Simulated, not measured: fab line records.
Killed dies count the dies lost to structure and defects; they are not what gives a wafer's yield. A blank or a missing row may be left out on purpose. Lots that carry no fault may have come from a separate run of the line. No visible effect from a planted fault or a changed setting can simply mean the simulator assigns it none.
Struck lot and sound lot, side by side	flow n5 finfet	16 out of 1938 route steps
Sound: wafers L948.2, L948.3, L948.4. Struck: wafer L955.2 (left out: L955.1, a lot-mate that was not struck); the cause follows at the end.
Order at every step that has rows: each side's tool, ch and its chambers, its first start. Under that, the readings that differ: sound wafers	struck wafers	difference of the means	sigmas: that difference in standard deviations of wafers without a fault.
alike: same words and numbers on both sides, and readings whose means sit less than 2 such deviations apart. not compared: any withheld reading, any reading some wafer has no value for, any bound like >300 that may hide the same value, and any number with overlapping values for which the record gives no deviation.
The two part at a step that has a row with sigmas, a row that says differs or no value, or rows on one side only. Numbers that have no deviation but don't overlap get no sigmas and don't part them. A reading missing from all wafers of one side parts the sides only when that side holds two or more wafers.

first, 2 steps without rows for these wafers: N5_BEOL_M4_STRIP_36 (strips in N2/H2); N5_BEOL_M4_TRENCH_ETCH_37 (etches SiOC in C4F6/O2, target depth 55.555 nm, time 29.2 s).
N5_BEOL_M4_ETCH_41: etches SiCN in CH3F/O2, target depth 29.9 nm, time 52.5 s.
  sound: rie diel-06 ch 0,2,3; struck: rie diel-05 ch 0
reading	sound	struck	difference	sigmas
drypump motor current A (A)	4.8 5.3 5.4	6.3	+1.1	+2
  alike: CH3F_flow_sccm, oes product au, rf vpp V, showerhead plenum p Torr, throttle valve pct
  not compared: rf hours counter h
N5_BEOL_M4_STRIP_97: strips in N2/H2, time 10 s.
  sound: rie diel-06 ch 0,2,3; struck: rie diel-05 ch 0
reading	sound	struck	difference	sigmas
drypump motor current A (A)	4.8 5.3 5.5	6.3	+1.1	+2
showerhead plenum p Torr (Torr)	2.48 2.62 2.59	2.41	-0.15	-2
  alike: oes product au, rf vpp V, throttle valve pct
  not compared: rf hours counter h
N5_BEOL_M4_OCD_MEAS_38:
  struck on ocd-02, day 9 20:04; sound on ocd-02, day 8 05:33
  alike: trench depth nm
then, 4 steps without rows for these wafers: N5_BEOL_M4_HM_STRIP_39 (strips TiN in peroxide tin strip, target depth 25 nm, time 158 s); N5_BEOL_M4_SRD_40 (time 30 s); N5_BEOL_M4_PRECLEAN_42 (cleans in residue remover, time 60 s); N5_BEOL_M4_SRD_43 (time 30 s).
N5_BEOL_M4_CD_MEAS_35: target cd 18 nm, target cd y 22.4 nm.
  struck on cd sem-01, day 9 20:15; sound on cd sem-02, day 8 05:42
  alike: cd nm
N5_BEOL_M4_DEGAS_44: time 60 s.
  struck on pvd sputter-03, day 9 20:25; sound on pvd sputter-03, day 8 06:02
  alike: heater power w
N5_BEOL_M4_PRE_CLEAN_45: time 30 s.
  struck on pvd sputter-03, day 9 20:28; sound on pvd sputter-03, day 8 06:05
  alike: heater power w
N5_BEOL_M4_ALD_84: deposits TaN, pulse time 2 s, purge time 3 s, co reactant purge time 2 s.
  sound on ald metal-04 ch 0,1,2, day 8 06:08; struck on ald metal-02 ch 1, day 9 20:33
reading	sound	struck	difference	sigmas
co reactant pulse time s (s)	3 3 3	2.8502	-0.1498	
  alike: heater power outer w, heater power w
N5_BEOL_M4_SURFACE_TREAT_85:
  struck on pvd sputter-01, day 9 21:01; sound on pvd sputter-03, day 8 06:38
  not compared: throttle valve pct
N5_BEOL_M4_RC_MEAS_101:
  sound on prober-01 ch 0, day 8 10:47; struck on prober-01 ch 0, day 10 03:18
reading	sound	struck	difference	sigmas
IOFF_P (nA/um)	0.14 0.14 0.13	0.25	+0.11	+2
VT_P (mV)	-258 -257 -260	-246	+12	+3
  alike: DIBL_N, DIBL_P, IOFF_N, ION_N, ION_P, SS_N, SS_P, VT_N
-- here the record skips 5 days between the struck wafers' starts before and after, leaving off in module BEOL_M4 and picking up in module PASSIVATION (first step shown: number 1936 of the route) --
N5_PASSIVATION_PROBE_49:
  struck on prober-01, day 14 21:34; sound on prober-01, day 13 02:56
  alike: defect limited yield, killed_at_M0_to_M3, killed_at_M4_up, killed at contacts, killed at front end, killed at other, killed dies, killed on rim, killed open, killed short, sort_bin_5_function, sort_bin_6_memory, sort_bin_8_speed, sort n pass, sort yield pct

== WHERE THEY PART ==
Earliest at N5_BEOL_M4_ETCH_41; latest, in this record, at N5_BEOL_M4_RC_MEAS_101. Later steps at which nothing parts them and some readings are alike: N5_PASSIVATION_PROBE_49.

WHY: what had been put in by the simulator
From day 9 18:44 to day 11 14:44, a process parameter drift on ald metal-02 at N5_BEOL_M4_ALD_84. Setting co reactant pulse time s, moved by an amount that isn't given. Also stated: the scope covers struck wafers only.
